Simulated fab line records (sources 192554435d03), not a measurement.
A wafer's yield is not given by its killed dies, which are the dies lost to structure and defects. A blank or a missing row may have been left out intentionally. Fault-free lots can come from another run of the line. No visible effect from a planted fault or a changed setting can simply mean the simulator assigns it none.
Which tool did it? :: flow n5Finfet :: 24 lots with 72 wafers sampled at 6 steps, on a route of 1938 steps

## WHAT EACH GAUGE READ, for each wafer
N5_BEOL_M4_CD_MEAS_28: target cd 26.2 nm, target cd y 24.1 nm.
lot: L074
measured: day 7 17:43
on: cdSem-01
cdNm (nm): 26.29 26.16 26.06

lot: L075
measured: day 7 21:36
on: cdSem-02
cdNm (nm): 26.35 26.42 26.44

lot: L076
measured: day 7 22:36
on: cdSem-01
cdNm (nm): 25.87 26.03 26.13

lot: L077
measured: day 8 11:08
on: cdSem-01
cdNm (nm): 26.26 26.16 26.06

lot: L078
measured: day 8 13:37
on: cdSem-03
cdNm (nm): 25.96 26.09 26.38

lot: L080
measured: day 9 01:01
on: cdSem-01
cdNm (nm): 25.98 26.28 26.46

lot: L079
measured: day 9 01:23
on: cdSem-03
cdNm (nm): 26.03 25.93 25.82

lot: L081
measured: day 9 11:42
on: cdSem-02
cdNm (nm): 26.45 26.05 25.96

lot: L082
measured: day 9 13:38
on: cdSem-01
cdNm (nm): 26.37 26.50 26.39

lot: L084
measured: day 9 17:08
on: cdSem-03
cdNm (nm): 26.46 26.39 26.22

lot: L083
measured: day 9 18:28
on: cdSem-01
cdNm (nm): 26.41 26.19 26.06

lot: L085
measured: day 10 03:13
on: cdSem-01
cdNm (nm): 26.34 26.17 26.28

lot: L086
measured: day 10 13:49
on: cdSem-02
cdNm (nm): 25.83 25.94 25.78

lot: L088
measured: day 10 23:01
on: cdSem-03
cdNm (nm): 26.13 26.60 26.19

lot: L087
measured: day 11 06:19
on: cdSem-03
cdNm (nm): 25.74 25.78 26.21

lot: L089
measured: day 11 12:17
on: cdSem-01
cdNm (nm): 26.41 26.09 26.14

lot: L090
measured: day 11 12:23
on: cdSem-01
cdNm (nm): 26.03 25.96 26.26

lot: L092
measured: day 11 15:41
on: cdSem-02
cdNm (nm): 25.95 26.33 26.37

lot: L091
measured: day 11 16:24
on: cdSem-02
cdNm (nm): 26.37 26.23 26.02

lot: L093
measured: day 12 02:55
on: cdSem-02
cdNm (nm): 26.30 26.35 26.18

lot: L094
measured: day 12 04:30
on: cdSem-01
cdNm (nm): 26.76 26.30 26.16

lot: L095
measured: day 13 04:20
on: cdSem-03
cdNm (nm): 26.15 26.58 26.51

lot: L096
measured: day 13 04:30
on: cdSem-03
cdNm (nm): 25.91 26.20 26.10

lot: L097
measured: day 13 10:36
on: cdSem-03
cdNm (nm): 25.99 26.13 25.82

N5_BEOL_M4_OVL_MEAS_29.
lot: L074
measured: day 7 17:46
on: overlay-02
V3_OVL (nm): -0.3 -0.5 0.8

lot: L075
measured: day 7 21:38
on: overlay-02
V3_OVL (nm): 0.4 0.9 0.6

lot: L076
measured: day 7 22:38
on: overlay-01
V3_OVL (nm): 1.5 1.5 2.4

lot: L077
measured: day 8 11:11
on: overlay-02
V3_OVL (nm): 0.2 0.8 -0.4

lot: L078
measured: day 8 13:40
on: overlay-02
V3_OVL (nm): 0.8 0.9 0.8

lot: L080
measured: day 9 01:03
on: overlay-02
V3_OVL (nm): 0.7 1.1 0.8

lot: L079
measured: day 9 01:25
on: overlay-02
V3_OVL (nm): 0.2 -0.3 -0.2

lot: L081
measured: day 9 11:44
on: overlay-02
V3_OVL (nm): 1.2 1.5 1.3

lot: L082
measured: day 9 13:40
on: overlay-02
V3_OVL (nm): 1.3 1.2 1.1

lot: L084
measured: day 9 17:10
on: overlay-02
V3_OVL (nm): 0.2 -0.8 -0.5

lot: L083
measured: day 9 18:30
on: overlay-01
V3_OVL (nm): 0.5 0.7 -0.3

lot: L085
measured: day 10 03:14
on: overlay-01
V3_OVL (nm): 1.0 0.4 1.2

lot: L086
measured: day 10 13:52
on: overlay-02
V3_OVL (nm): 0.6 1.1 1.0

lot: L088
measured: day 10 23:02
on: overlay-01
V3_OVL (nm): 0.1 -0.1 0.2

lot: L087
measured: day 11 06:21
on: overlay-01
V3_OVL (nm): -0.3 0.0 -1.1

lot: L089
measured: day 11 12:19
on: overlay-01
V3_OVL (nm): 0.3 0.4 0.2

lot: L090
measured: day 11 12:25
on: overlay-02
V3_OVL (nm): -0.1 0.2 -0.5

lot: L092
measured: day 11 15:43
on: overlay-02
V3_OVL (nm): 0.6 1.0 0.3

lot: L091
measured: day 11 16:26
on: overlay-01
V3_OVL (nm): -0.3 0.2 -0.9

lot: L093
measured: day 12 02:57
on: overlay-02
V3_OVL (nm): 0.2 0.5 0.0

lot: L094
measured: day 12 04:32
on: overlay-02
V3_OVL (nm): 1.7 1.6 0.9

lot: L095
measured: day 13 04:22
on: overlay-01
V3_OVL (nm): 0.6 -0.1 0.0

lot: L096
measured: day 13 04:32
on: overlay-01
V3_OVL (nm): 1.2 2.0 0.4

lot: L097
measured: day 13 10:38
on: overlay-02
V3_OVL (nm): -0.2 -0.1 1.3

N5_BEOL_M4_INSPECT_59: inspects for defects (darkfield).
lot: L074
measured: day 7 23:57
on: defectInspect-02
rawDefectCount: 77 70 69

lot: L075
measured: day 8 02:38
on: defectInspect-01
rawDefectCount: 73 55 66

lot: L076
measured: day 8 07:09
on: defectInspect-02
rawDefectCount: 69 91 50

lot: L077
measured: day 8 17:52
on: defectInspect-02
rawDefectCount: 70 68 70

lot: L078
measured: day 8 23:52
on: defectInspect-01
rawDefectCount: 110 74 113

lot: L080
measured: day 9 07:04
on: defectInspect-02
rawDefectCount: 92 66 81

lot: L079
measured: day 9 09:36
on: defectInspect-01
rawDefectCount: 91 78 70

lot: L081
measured: day 9 17:21
on: defectInspect-01
rawDefectCount: 32 47 64

lot: L082
measured: day 9 20:16
on: defectInspect-02
rawDefectCount: 86 60 50

lot: L084
measured: day 10 02:34
on: defectInspect-02
rawDefectCount: 39 72 51

lot: L083
measured: day 10 08:55
on: defectInspect-02
rawDefectCount: 33 59 49

lot: L085
measured: day 10 12:44
on: defectInspect-02
rawDefectCount: 66 45 71

lot: L086
measured: day 10 23:34
on: defectInspect-01
rawDefectCount: 78 88 49

lot: L088
measured: day 11 17:53
on: defectInspect-01
rawDefectCount: 64 61 55

lot: L087
measured: day 11 15:09
on: defectInspect-02
rawDefectCount: 63 44 49

lot: L089
measured: day 11 20:10
on: defectInspect-01
rawDefectCount: 79 102 69

lot: L090
measured: day 11 21:01
on: defectInspect-01
rawDefectCount: 58 36 46

lot: L092
measured: day 11 22:13
on: defectInspect-01
rawDefectCount: 51 56 93

lot: L091
measured: day 12 02:35
on: defectInspect-02
rawDefectCount: 55 86 101

lot: L093
measured: day 12 19:10
on: defectInspect-01
rawDefectCount: 94 95 69

lot: L094
measured: day 12 22:23
on: defectInspect-02
rawDefectCount: 61 54 96

lot: L095
measured: day 13 15:03
on: defectInspect-01
rawDefectCount: 89 129 77

lot: L096
measured: day 13 12:07
on: defectInspect-02
rawDefectCount: 114 102 178

lot: L097
measured: day 13 17:55
on: defectInspect-01
rawDefectCount: 92 102 87

## WHAT TOOL EACH LOT RAN ON (gives the tool, then ch and the chambers of the sampled wafers, and finally the start)
lot: L074
N5_BEOL_M4_VIA_ETCH_34: rieDiel-03 ch 0,1,2, day 7 19:58
N5_BEOL_M4_ANNEAL_91: pvdSputter-03, day 7 22:13
N5_BEOL_M4_DEP_57: pecvd-03 ch 0,2, day 7 23:52

lot: L075
N5_BEOL_M4_VIA_ETCH_34: rieDiel-06 ch 0,1,2, day 7 22:24
N5_BEOL_M4_ANNEAL_91: pvdSputter-01, day 8 00:59
N5_BEOL_M4_DEP_57: pecvd-01 ch 0,1,2, day 8 02:32

lot: L076
N5_BEOL_M4_VIA_ETCH_34: rieDiel-06 ch 2,3, day 8 03:11
N5_BEOL_M4_ANNEAL_91: pvdSputter-01, day 8 05:26
N5_BEOL_M4_DEP_57: pecvd-01 ch 0,1,2, day 8 07:03

lot: L077
N5_BEOL_M4_VIA_ETCH_34: rieDiel-06 ch 0,1, day 8 13:37
N5_BEOL_M4_ANNEAL_91: pvdSputter-02, day 8 15:56
N5_BEOL_M4_DEP_57: pecvd-01 ch 0,1, day 8 17:46

lot: L078
N5_BEOL_M4_VIA_ETCH_34: rieDiel-03 ch 0,3, day 8 19:26
N5_BEOL_M4_ANNEAL_91: pvdSputter-02, day 8 22:06
N5_BEOL_M4_DEP_57: pecvd-02 ch 0,1,2, day 8 23:47

lot: L080
N5_BEOL_M4_VIA_ETCH_34: rieDiel-03 ch 0,1,3, day 9 02:36
N5_BEOL_M4_ANNEAL_91: pvdSputter-01, day 9 05:20
N5_BEOL_M4_DEP_57: pecvd-02 ch 0,1,2, day 9 06:58

lot: L079
N5_BEOL_M4_VIA_ETCH_34: rieDiel-03 ch 1,3, day 9 05:15
N5_BEOL_M4_ANNEAL_91: pvdSputter-01, day 9 07:57
N5_BEOL_M4_DEP_57: pecvd-03 ch 0,1, day 9 09:31

lot: L081
N5_BEOL_M4_VIA_ETCH_34: rieDiel-04 ch 2,3, day 9 12:59
N5_BEOL_M4_ANNEAL_91: pvdSputter-02, day 9 15:41
N5_BEOL_M4_DEP_57: pecvd-02 ch 0,1,2, day 9 17:16

lot: L082
N5_BEOL_M4_VIA_ETCH_34: rieDiel-04 ch 1,2, day 9 15:40
N5_BEOL_M4_ANNEAL_91: pvdSputter-02, day 9 18:19
N5_BEOL_M4_DEP_57: pecvd-01 ch 0,1,2, day 9 20:10

lot: L084
N5_BEOL_M4_VIA_ETCH_34: rieDiel-03 ch 0,2, day 9 22:31
N5_BEOL_M4_ANNEAL_91: pvdSputter-01, day 10 00:55
N5_BEOL_M4_DEP_57: pecvd-02 ch 0,1,2, day 10 02:29

lot: L083
N5_BEOL_M4_VIA_ETCH_34: rieDiel-04 ch 0,2, day 10 03:03
N5_BEOL_M4_ANNEAL_91: pvdSputter-02, day 10 07:14
N5_BEOL_M4_DEP_57: pecvd-03 ch 0,1, day 10 08:49

lot: L085
N5_BEOL_M4_VIA_ETCH_34: rieDiel-03 ch 2,3, day 10 08:31
N5_BEOL_M4_ANNEAL_91: pvdSputter-02, day 10 10:56
N5_BEOL_M4_DEP_57: pecvd-01 ch 0,1,2, day 10 12:39

lot: L086
N5_BEOL_M4_VIA_ETCH_34: rieDiel-03 ch 0,1,2, day 10 18:50
N5_BEOL_M4_ANNEAL_91: pvdSputter-01, day 10 21:48
N5_BEOL_M4_DEP_57: pecvd-01 ch 0, day 10 23:27

lot: L088
N5_BEOL_M4_VIA_ETCH_34: rieDiel-06 ch 0,1,3, day 11 13:46
N5_BEOL_M4_ANNEAL_91: pvdSputter-01, day 11 16:13
N5_BEOL_M4_DEP_57: pecvd-02 ch 1,2, day 11 17:47

lot: L087
N5_BEOL_M4_VIA_ETCH_34: rieDiel-03 ch 0,1,3, day 11 10:26
N5_BEOL_M4_ANNEAL_91: pvdSputter-03, day 11 13:28
N5_BEOL_M4_DEP_57: pecvd-02 ch 1,2, day 11 15:02

lot: L089
N5_BEOL_M4_VIA_ETCH_34: rieDiel-03 ch 0,1,3, day 11 13:58
N5_BEOL_M4_ANNEAL_91: pvdSputter-01, day 11 18:03
N5_BEOL_M4_DEP_57: pecvd-03 ch 0,1, day 11 20:05

lot: L090
N5_BEOL_M4_VIA_ETCH_34: rieDiel-04 ch 0,1, day 11 16:37
N5_BEOL_M4_ANNEAL_91: pvdSputter-03, day 11 19:22
N5_BEOL_M4_DEP_57: pecvd-02 ch 1,2, day 11 20:56

lot: L092
N5_BEOL_M4_VIA_ETCH_34: rieDiel-03 ch 1,2,3, day 11 17:46
N5_BEOL_M4_ANNEAL_91: pvdSputter-01, day 11 20:34
N5_BEOL_M4_DEP_57: pecvd-03 ch 0,1,2, day 11 22:08

lot: L091
N5_BEOL_M4_VIA_ETCH_34: rieDiel-04 ch 1,2,3, day 11 21:47
N5_BEOL_M4_ANNEAL_91: pvdSputter-03, day 12 00:55
N5_BEOL_M4_DEP_57: pecvd-03 ch 0,2, day 12 02:29

lot: L093
N5_BEOL_M4_VIA_ETCH_34: rieDiel-03 ch 0,3, day 12 15:19
N5_BEOL_M4_ANNEAL_91: pvdSputter-01, day 12 17:31
N5_BEOL_M4_DEP_57: pecvd-02 ch 1,2, day 12 19:04

lot: L094
N5_BEOL_M4_VIA_ETCH_34: rieDiel-04 ch 0,3, day 12 18:00
N5_BEOL_M4_ANNEAL_91: pvdSputter-01, day 12 20:26
N5_BEOL_M4_DEP_57: pecvd-02 ch 1,2, day 12 22:18

lot: L095
N5_BEOL_M4_VIA_ETCH_34: rieDiel-03 ch 0,1,3, day 13 10:59
N5_BEOL_M4_ANNEAL_91: pvdSputter-03, day 13 13:23
N5_BEOL_M4_DEP_57: pecvd-01 ch 0,1, day 13 14:58

lot: L096
N5_BEOL_M4_VIA_ETCH_34: rieDiel-04 ch 0,1,3, day 13 07:44
N5_BEOL_M4_ANNEAL_91: pvdSputter-01, day 13 10:28
N5_BEOL_M4_DEP_57: pecvd-02 ch 0,2, day 13 12:01

lot: L097
N5_BEOL_M4_VIA_ETCH_34: rieDiel-03 ch 0,1,3, day 13 13:44
N5_BEOL_M4_ANNEAL_91: pvdSputter-03, day 13 16:16
N5_BEOL_M4_DEP_57: pecvd-03 ch 0,2, day 13 17:49
- N5_BEOL_M4_VIA_ETCH_34: etches the open film in C4F6/O2, target depth 69.4 nm, time 65.9 s.
- N5_BEOL_M4_ANNEAL_91: time 240 s.
- N5_BEOL_M4_DEP_57: deposits SiCN from 3MS/NH3, target thk 8 nm, time 14 s.

## AS READ BY THE TOOLS THEMSELVES (means over the sampled wafers that have a number; for cases with no such wafer, the mark the record gives instead)
N5_BEOL_M4_VIA_ETCH_34.
lot: L074
tool: rieDiel-03
drypumpMotorCurrentA (A): 5.5
oesProductAu (a.u.): 0.83
rfVppV (V): 670
showerheadPlenumPTorr (Torr): 2.87
throttleValvePct (%): 30.67

lot: L075
tool: rieDiel-06
drypumpMotorCurrentA (A): 5.3
oesProductAu (a.u.): 0.77
rfVppV (V): 659
showerheadPlenumPTorr (Torr): 2.78
throttleValvePct (%): 30.86

lot: L076
tool: rieDiel-06
drypumpMotorCurrentA (A): 5.5
oesProductAu (a.u.): 0.79
rfVppV (V): 666
showerheadPlenumPTorr (Torr): 2.82
throttleValvePct (%): 31.03

lot: L077
tool: rieDiel-06
drypumpMotorCurrentA (A): 5.4
oesProductAu (a.u.): 0.75
rfVppV (V): 658
showerheadPlenumPTorr (Torr): 2.76
throttleValvePct (%): 30.84

lot: L078
tool: rieDiel-03
drypumpMotorCurrentA (A): 5.3
oesProductAu (a.u.): 0.91
rfVppV (V): 661
showerheadPlenumPTorr (Torr): 2.82
throttleValvePct (%): 30.88

lot: L080
tool: rieDiel-03
drypumpMotorCurrentA (A): 5.4
oesProductAu (a.u.): 0.84
rfVppV (V): 667
showerheadPlenumPTorr (Torr): 2.83
throttleValvePct (%): 30.89

lot: L079
tool: rieDiel-03
drypumpMotorCurrentA (A): 5.6
oesProductAu (a.u.): 0.78
rfVppV (V): 672
showerheadPlenumPTorr (Torr): 2.84
throttleValvePct (%): 30.88

lot: L081
tool: rieDiel-04
drypumpMotorCurrentA (A): 5.5
oesProductAu (a.u.): 0.87
rfVppV (V): 664
showerheadPlenumPTorr (Torr): 2.89
throttleValvePct (%): 30.25

lot: L082
tool: rieDiel-04
drypumpMotorCurrentA (A): 5.7
oesProductAu (a.u.): 0.91
rfVppV (V): 666
showerheadPlenumPTorr (Torr): 2.90
throttleValvePct (%): 30.55

lot: L084
tool: rieDiel-03
drypumpMotorCurrentA (A): 5.5
oesProductAu (a.u.): 0.86
rfVppV (V): 673
showerheadPlenumPTorr (Torr): 2.94
throttleValvePct (%): 30.57

lot: L083
tool: rieDiel-04
drypumpMotorCurrentA (A): 5.5
oesProductAu (a.u.): 0.82
rfVppV (V): 666
showerheadPlenumPTorr (Torr): 2.95
throttleValvePct (%): 30.79

lot: L085
tool: rieDiel-03
drypumpMotorCurrentA (A): 5.7
oesProductAu (a.u.): 0.91
rfVppV (V): 675
showerheadPlenumPTorr (Torr): 2.94
throttleValvePct (%): 30.87

lot: L086
tool: rieDiel-03
drypumpMotorCurrentA (A): 5.4
oesProductAu (a.u.): 0.87
rfVppV (V): 669
showerheadPlenumPTorr (Torr): 2.86
throttleValvePct (%): 30.61

lot: L088
tool: rieDiel-06
drypumpMotorCurrentA (A): 5.8
oesProductAu (a.u.): 0.72
rfVppV (V): 662
showerheadPlenumPTorr (Torr): 2.82
throttleValvePct (%): 30.83

lot: L087
tool: rieDiel-03
drypumpMotorCurrentA (A): 5.4
oesProductAu (a.u.): 0.89
rfVppV (V): 667
showerheadPlenumPTorr (Torr): 2.82
throttleValvePct (%): 30.81

lot: L089
tool: rieDiel-03
drypumpMotorCurrentA (A): 5.4
oesProductAu (a.u.): 0.88
rfVppV (V): 666
showerheadPlenumPTorr (Torr): 2.82
throttleValvePct (%): 30.82

lot: L090
tool: rieDiel-04
drypumpMotorCurrentA (A): 5.5
oesProductAu (a.u.): 0.82
rfVppV (V): 666
showerheadPlenumPTorr (Torr): 2.95
throttleValvePct (%): 30.93

lot: L092
tool: rieDiel-03
drypumpMotorCurrentA (A): 5.7
oesProductAu (a.u.): 0.88
rfVppV (V): 674
showerheadPlenumPTorr (Torr): 2.90
throttleValvePct (%): 30.69

lot: L091
tool: rieDiel-04
drypumpMotorCurrentA (A): 5.6
oesProductAu (a.u.): 0.85
rfVppV (V): 666
showerheadPlenumPTorr (Torr): 2.89
throttleValvePct (%): 30.43

lot: L093
tool: rieDiel-03
drypumpMotorCurrentA (A): 5.5
oesProductAu (a.u.): 0.87
rfVppV (V): 666
showerheadPlenumPTorr (Torr): 2.85
throttleValvePct (%): 31.00

lot: L094
tool: rieDiel-04
drypumpMotorCurrentA (A): 5.4
oesProductAu (a.u.): 0.80
rfVppV (V): 664
showerheadPlenumPTorr (Torr): 2.94
throttleValvePct (%): 30.78

lot: L095
tool: rieDiel-03
drypumpMotorCurrentA (A): 5.4
oesProductAu (a.u.): 0.85
rfVppV (V): 666
showerheadPlenumPTorr (Torr): 2.81
throttleValvePct (%): 30.82

lot: L096
tool: rieDiel-04
drypumpMotorCurrentA (A): 5.6
oesProductAu (a.u.): 0.83
rfVppV (V): 666
showerheadPlenumPTorr (Torr): 2.91
throttleValvePct (%): 30.68

lot: L097
tool: rieDiel-03
drypumpMotorCurrentA (A): 5.4
oesProductAu (a.u.): 0.87
rfVppV (V): 666
showerheadPlenumPTorr (Torr): 2.81
throttleValvePct (%): 30.83

N5_BEOL_M4_ANNEAL_91.
lot: L074
tool: pvdSputter-03
heaterPowerW (W): 757

lot: L075
tool: pvdSputter-01
heaterPowerW (W): 831

lot: L076
tool: pvdSputter-01
heaterPowerW (W): 740

lot: L077
tool: pvdSputter-02
heaterPowerW (W): 858

lot: L078
tool: pvdSputter-02
heaterPowerW (W): 903

lot: L080
tool: pvdSputter-01
heaterPowerW (W): 788

lot: L079
tool: pvdSputter-01
heaterPowerW (W): 808

lot: L081
tool: pvdSputter-02
heaterPowerW (W): 1011

lot: L082
tool: pvdSputter-02
heaterPowerW (W): 923

lot: L084
tool: pvdSputter-01
heaterPowerW (W): 864

lot: L083
tool: pvdSputter-02
heaterPowerW (W): 946

lot: L085
tool: pvdSputter-02
heaterPowerW (W): 935

lot: L086
tool: pvdSputter-01
heaterPowerW (W): 817

lot: L088
tool: pvdSputter-01
heaterPowerW (W): 863

lot: L087
tool: pvdSputter-03
heaterPowerW (W): 825

lot: L089
tool: pvdSputter-01
heaterPowerW (W): 835

lot: L090
tool: pvdSputter-03
heaterPowerW (W): 786

lot: L092
tool: pvdSputter-01
heaterPowerW (W): 816

lot: L091
tool: pvdSputter-03
heaterPowerW (W): 819

lot: L093
tool: pvdSputter-01
heaterPowerW (W): 722

lot: L094
tool: pvdSputter-01
heaterPowerW (W): 780

lot: L095
tool: pvdSputter-03
heaterPowerW (W): 845

lot: L096
tool: pvdSputter-01
heaterPowerW (W): 808

lot: L097
tool: pvdSputter-03
heaterPowerW (W): 811

N5_BEOL_M4_DEP_57.
lot: L074
tool: pecvd-03
showerheadPlenumPTorr (Torr): 3.655
throttleValvePct (%): 9.0

lot: L075
tool: pecvd-01
showerheadPlenumPTorr (Torr): 3.661
throttleValvePct (%): 8.8

lot: L076
tool: pecvd-01
showerheadPlenumPTorr (Torr): 3.656
throttleValvePct (%): 8.9

lot: L077
tool: pecvd-01
showerheadPlenumPTorr (Torr): 3.650
throttleValvePct (%): 9.0

lot: L078
tool: pecvd-02
showerheadPlenumPTorr (Torr): 3.670
throttleValvePct (%): 9.0

lot: L080
tool: pecvd-02
showerheadPlenumPTorr (Torr): 3.668
throttleValvePct (%): 9.0

lot: L079
tool: pecvd-03
showerheadPlenumPTorr (Torr): 3.657
throttleValvePct (%): 10.0

lot: L081
tool: pecvd-02
showerheadPlenumPTorr (Torr): 3.663
throttleValvePct (%): 9.2

lot: L082
tool: pecvd-01
showerheadPlenumPTorr (Torr): 3.653
throttleValvePct (%): 8.9

lot: L084
tool: pecvd-02
showerheadPlenumPTorr (Torr): 3.663
throttleValvePct (%): 9.1

lot: L083
tool: pecvd-03
showerheadPlenumPTorr (Torr): 3.651
throttleValvePct (%): 9.9

lot: L085
tool: pecvd-01
showerheadPlenumPTorr (Torr): 3.653
throttleValvePct (%): 8.8

lot: L086
tool: pecvd-01
showerheadPlenumPTorr (Torr): 3.649
throttleValvePct (%): 9.7

lot: L088
tool: pecvd-02
showerheadPlenumPTorr (Torr): 3.658
throttleValvePct (%): 9.1

lot: L087
tool: pecvd-02
showerheadPlenumPTorr (Torr): 3.671
throttleValvePct (%): 9.0

lot: L089
tool: pecvd-03
showerheadPlenumPTorr (Torr): 3.651
throttleValvePct (%): 9.9

lot: L090
tool: pecvd-02
showerheadPlenumPTorr (Torr): 3.662
throttleValvePct (%): 9.2

lot: L092
tool: pecvd-03
showerheadPlenumPTorr (Torr): 3.652
throttleValvePct (%): 9.2

lot: L091
tool: pecvd-03
showerheadPlenumPTorr (Torr): 3.649
throttleValvePct (%): 8.6

lot: L093
tool: pecvd-02
showerheadPlenumPTorr (Torr): 3.663
throttleValvePct (%): 9.1

lot: L094
tool: pecvd-02
showerheadPlenumPTorr (Torr): 3.666
throttleValvePct (%): 9.1

lot: L095
tool: pecvd-01
showerheadPlenumPTorr (Torr): 3.644
throttleValvePct (%): 9.0

lot: L096
tool: pecvd-02
showerheadPlenumPTorr (Torr): 3.666
throttleValvePct (%): 9.2

lot: L097
tool: pecvd-03
showerheadPlenumPTorr (Torr): 3.646
throttleValvePct (%): 9.3

## THE ANSWER, worked out from the rows above alone
Rule: usual is defined by the lots themselves. The widest of any qualifying gaps counts: lots, ordered by their means at a reading, are off when they make up no more than a third of the lots, leave a main group of 4 or more, and stand apart from it by 3 or more times the standard deviation of that group's means. The tables above print the reading to a certain number of digits; a main group whose means all agree to those digits is not used. A lot without any number at a reading at which 4 lots or more have one is off too. Where the step has rows for the other lots, those lots are counted as sound. After the gauges, taken in route order, come the tools' own readings; for these a lot's mean is taken, as printed above. The first step at which some lot is off is used, and at that step the reading that is off furthest; a lot without a number counts as furthest.
Nothing can be told from this: no lot is off at any reading shown.

## WHAT THE SIMULATOR PUT IN
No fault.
